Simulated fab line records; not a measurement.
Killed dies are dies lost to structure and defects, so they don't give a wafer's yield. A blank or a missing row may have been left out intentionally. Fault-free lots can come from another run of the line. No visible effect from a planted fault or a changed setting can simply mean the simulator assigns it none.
A struck lot beside a sound one + flow n5Finfet + 39 steps out of a route of 1938
Sound: the wafers L298.1, L298.3, L298.5. Struck: wafer L308.1 (left out: L308.4, a lot-mate that was not struck); the cause follows at the end.
Order at every step that has rows: each side's tool, ch and its chambers, its first start. Under that, the readings that differ: sound wafers + struck wafers + difference of the means + sigmas: that difference in standard deviations of wafers without a fault.
alike: words and numbers the same on both sides, and readings whose means are apart by under 2 such deviations; not compared: readings that were withheld, readings missing a value for some wafer, numbers with overlapping values and no deviation given by the record, and bounds like >300 which may hide the same value.
Wherever a step has rows on one side only, a row that says differs or no value, or a row with sigmas, the two part there. Numbers that don't overlap but have no deviation are shown without sigmas and don't part them. Lack of a reading on every wafer of one side parts them only where that side has two or more wafers.

first, 12 steps without rows for these wafers: N5_FIN_SAQP_DESCUM_21 (chemistry O2, time 7.9 s); N5_FIN_SAQP_ETCH_51 (etches SiARC in CF4, target depth 45.5 nm, time 75.8 s); N5_FIN_SAQP_ETCH_52 (etches SOC in N2/H2, target depth 100 nm, overetch 20 nm, time 150 s); N5_FIN_SAQP_STRIP_53 (strips in N2/H2); N5_FIN_SAQP_HM_OPEN_73 (chemistry CHF3/O2, target SiO2, stops on a-Si, target depth 12 nm, time 16.8 s); N5_FIN_SAQP_STRIP_74 (strips in CHF3/O2); N5_FIN_SAQP_MANDREL_ETCH_22 (etches a-Si in HBr/Cl2, stops on SiNx, target depth 60 nm, bt time 10 s, time 30 s); N5_FIN_SAQP_STRIP_55 (strips in N2/H2); N5_FIN_SAQP_STRIP_23 (strips in SPM, time 750 s); N5_FIN_SAQP_SRD_66 (time 30 s); N5_FIN_SAQP_RECESS_75 (chemistry HF/NH3, target SiO2, target depth 14.4 nm, afs cycles 3, sublimation time 60 s); N5_FIN_SAQP_SPACER1_ALD_24 (deposits SiO2, target thk 20.3 nm, pulse time 1 s, purge time 2 s).
N5_FIN_SAQP_SPACER1_ETCHBACK_25: etches SiO2 in CHF3/O2, target depth 24.4 nm, time 12.2 s.
  sound on rieDiel-03 ch 2,3, day 3 06:59; struck on rieDiel-03 ch 3, day 5 19:24
| reading              | sound          | struck | difference | sigmas |
|----------------------|----------------|--------|------------|--------|
| oes_ar_750_au (a.u.) | 0.68 0.79 0.68 | 0.91   | +0.19      | +3     |
  alike: drypumpMotorCurrentA, oesProductAu, rfFwdPowerW, rfVppV, showerheadPlenumPTorr, throttleValvePct
  not compared: rfHoursCounterH
N5_FIN_SAQP_MANDREL1_REMOVE_56: chemistry HBr/Cl2/O2, target a-Si, stops on SiNx, bt time 10 s.
  sound on rieSi-03 ch 1,2,3, day 3 07:04; struck on rieSi-05 ch 2, day 5 19:29
| reading             | sound             | struck | difference | sigmas |
|---------------------|-------------------|--------|------------|--------|
| oesProductAu (a.u.) | 0.971 1.005 0.966 | 0.381  | -0.600     | -35    |
  alike: drypumpMotorCurrentA, mfcCl2Sccm, rfFwdPowerW, throttleValvePct
  not compared: rfHoursCounterH
N5_FIN_SAQP_CD_MEAS_27: target cd 20 nm.
  sound on cdSem-02 ch 0, day 3 07:11; struck on cdSem-01 ch 0, day 5 19:36
  not compared: cdNm
N5_FIN_SAQP_ETCH_57: etches SiNx in CH3F/O2, target depth 32.5 nm, time 46.4 s.
  sound on rieDiel-05 ch 3, day 3 07:14; struck on rieDiel-06 ch 3, day 5 19:53
| reading                  | sound             | struck | difference | sigmas |
|--------------------------|-------------------|--------|------------|--------|
| drypumpMotorCurrentA (A) | 5.2 5.2 5.2       | 6.4    | +1.2       | +3     |
| etchRfOnTimeS (s)        | 45.7 45.0 45.5    | 116.0  | +70.6      | +64    |
| oesProductAu (a.u.)      | 0.59 0.60 0.60    | 0.28   | -0.32      | -6     |
| rfFwdPowerW (W)          | 388.1 387.5 388.8 | 393.6  | +5.5       | +3     |
| throttleValvePct (%)     | 16.71 16.72 16.70 | 16.26  | -0.45      | -2     |
  alike: oes_ar_750_au, rfVppV, showerheadPlenumPTorr
  not compared: rfHoursCounterH
then, 1 step without rows for these wafers: N5_FIN_SAQP_ETCH_65 (etches SiO2 in CF4, target depth 4 nm, time 4.4 s).
N5_FIN_SAQP_MANDREL_ETCH_58: etches a-Si in HBr/Cl2, stops on SiNx, target depth 45 nm, bt time 10 s, time 27 s.
  sound on rieSi-04 ch 1,3, day 3 07:25; struck on rieSi-04 ch 1, day 5 20:01
| reading              | sound             | struck | difference | sigmas |
|----------------------|-------------------|--------|------------|--------|
| oesProductAu (a.u.)  | 0.695 0.693 0.707 | 0.318  | -0.380     | -25    |
| throttleValvePct (%) | 35.65 35.32 35.64 | 36.07  | +0.53      | +2     |
  alike: drypumpMotorCurrentA, mfcCl2Sccm, rfFwdPowerW
  not compared: rfHoursCounterH
then, 19 steps without rows for these wafers: N5_FIN_SAQP_RECESS_63 (chemistry HF/NH3, target SiO2, target depth 18 nm, afs cycles 3, sublimation time 60 s); N5_FIN_SAQP_COAT_68 (time 60 s, resist thk 100 nm); N5_FIN_SAQP_ETCH_69 (etches SOC in N2/H2, stops on SiNx, target depth 150 nm); N5_FIN_SAQP_ETCH_67 (etches SiNx in CH3F/O2, target depth 30 nm); N5_FIN_SAQP_STRIP_70 (strips in N2/H2); N5_FIN_SAQP_RECESS_71 (chemistry HF/NH3, target SiO2, target depth 3 nm, afs cycles 1, sublimation time 60 s); N5_FIN_SAQP_SPACER2_ALD_28 (deposits SiO2, target thk 8.1 nm, pulse time 1 s, purge time 2 s); N5_FIN_SAQP_SPACER2_ETCHBACK_29 (etches SiO2 in CHF3/O2, target depth 12.2 nm, time 6.1 s); N5_FIN_SAQP_MANDREL2_REMOVE_60 (chemistry HBr/Cl2/O2, target a-Si, stops on SiNx, bt time 10 s); N5_FIN_SAQP_HM_OPEN_33 (chemistry CH3F/O2, target SiNx, target depth 49.4 nm, time 70.6 s); N5_FIN_SAQP_ETCH_34 (etches SiO2 in C4F6/O2, target depth 45 nm, time 15 s); N5_FIN_SAQP_STRIP_77 (strips in N2/H2, time 90 s); N5_FIN_SAQP_ETCH_64 (etches SiO2 in CF4, target depth 1.5 nm); N5_FIN_SAQP_FIN_ETCH_36 (etches the open film in HBr/Cl2/O2, target depth 120 nm, time 50.4 s); N5_FIN_SAQP_PRECLEAN_38 (cleans in O3/DIW, time 45 s); N5_FIN_SAQP_PRECLEAN_45 (cleans in dHF, time 10 s); N5_FIN_SAQP_SRD_39 (time 30 s); N5_FIN_CUT_COAT_18 (time 60 s, resist thk 230 nm); N5_FIN_CUT_COAT_19 (time 60 s, resist thk 20 nm).
N5_BEOL_M4_RC_MEAS_101:
  the record has rows for the sound wafers here (prober-01 ch 0, day 9 04:25) and none for the struck ones
-- a jump in the record: the struck wafers' starts before and after are 10 days apart (it breaks off in module BEOL_M4 and resumes in module PASSIVATION, where the first step shown is number 1936 of the route) --
N5_PASSIVATION_PROBE_49:
  record: rows for the struck wafers here (prober-01, day 16 00:31), none for the sound ones

== WHERE THEY PART ==
Last at N5_PASSIVATION_PROBE_49 as far as this record goes, first at N5_FIN_SAQP_SPACER1_ETCHBACK_25.

WHY: what the simulator had put in
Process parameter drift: rieDiel-03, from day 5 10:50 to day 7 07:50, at N5_FIN_SAQP_SPACER1_ETCHBACK_25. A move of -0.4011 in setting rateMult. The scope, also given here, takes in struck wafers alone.
